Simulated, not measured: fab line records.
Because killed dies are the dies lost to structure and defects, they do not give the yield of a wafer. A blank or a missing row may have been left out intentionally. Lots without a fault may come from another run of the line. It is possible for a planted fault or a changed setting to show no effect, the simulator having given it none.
Which tool did it?	flow nandHarc	7 lots, 21 wafers sampled, at 4 steps of a route of 1159

== WHAT EACH GAUGE READ, for each wafer ==
NHARC_THIN_TSV_THK_MEAS_02: measures by ir.
lot	measured	on	thkNm (nm)
L666	day 19 22:11	filmMetro-02	3242 3451 3450
L668	day 20 15:52	filmMetro-01	3221 3292 3460
L670	day 20 21:33	filmMetro-01	3330 3108 2908
L672	day 21 11:03	filmMetro-01	2937 2886 3131
L677	day 23 03:41	filmMetro-01	2866 3131
L681	day 23 11:20	filmMetro-01	2942 3051 3054
L682	day 23 23:12	filmMetro-02	2743 2930 2946

== WHAT TOOL EACH LOT RAN ON (gives the tool, then ch and the chambers of the sampled wafers, and finally the start) ==
lot	NHARC_A_SGD_CUT_DEP_00	NHARC_A_BONDPAD_PRE_CLEAN_26	NHARC_A_BONDPAD_PVD_17
L666	pecvd-01 ch 1,2, day 14 22:25	pvdSputter-03, day 19 22:11 or earlier	pvdSputter-03, day 19 22:11 or earlier
L668	pecvd-01 ch 0,1,2, day 15 08:37	pvdSputter-01, day 20 15:52 or earlier	pvdSputter-01, day 20 15:52 or earlier
L670	pecvd-01 ch 0,1,2, day 16 06:37	pvdSputter-01, day 20 21:33 or earlier	pvdSputter-01, day 20 21:33 or earlier
L672	pecvd-02 ch 1,2, day 16 14:41	pvdSputter-03, day 21 11:03 or earlier	pvdSputter-03, day 21 11:03 or earlier
L677	pecvd-02 ch 0,2, day 18 05:31	pvdSputter-03, day 23 03:41 or earlier	pvdSputter-03, day 23 03:41 or earlier
L681	pecvd-01 ch 0,1,2, day 19 03:42	pvdSputter-03, day 23 11:20 or earlier	pvdSputter-03, day 23 11:20 or earlier
L682	pecvd-03 ch 0,1,2, day 19 05:16	pvdSputter-02, day 23 23:12 or earlier	pvdSputter-02, day 23 23:12 or earlier
- NHARC_A_SGD_CUT_DEP_00: deposits SiNx, target thk 50 nm.
- NHARC_A_BONDPAD_PRE_CLEAN_26: time 30 s.
- NHARC_A_BONDPAD_PVD_17: deposits TaN, target thk 5 nm, time 8.06 s.

== THE ANSWER, worked out from the rows above alone ==
Rule: the lots themselves supply what counts as usual. Put in order of their means at a reading, lots are off if they are a third of the lots or fewer, leave a main group of 4 or more, and stand apart from it by a gap of 3 or more times the standard deviation of the main group's means; of several such gaps the widest counts. A main group is skipped when, at the precision printed for the reading in the tables above, its means are all equal. A lot without any number at a reading at which 4 lots or more have one is off too. The other lots that the step has rows for count as sound.
No lot is off on any of the readings shown, so nothing can be concluded from this.

== WHAT THE SIMULATOR PUT IN ==
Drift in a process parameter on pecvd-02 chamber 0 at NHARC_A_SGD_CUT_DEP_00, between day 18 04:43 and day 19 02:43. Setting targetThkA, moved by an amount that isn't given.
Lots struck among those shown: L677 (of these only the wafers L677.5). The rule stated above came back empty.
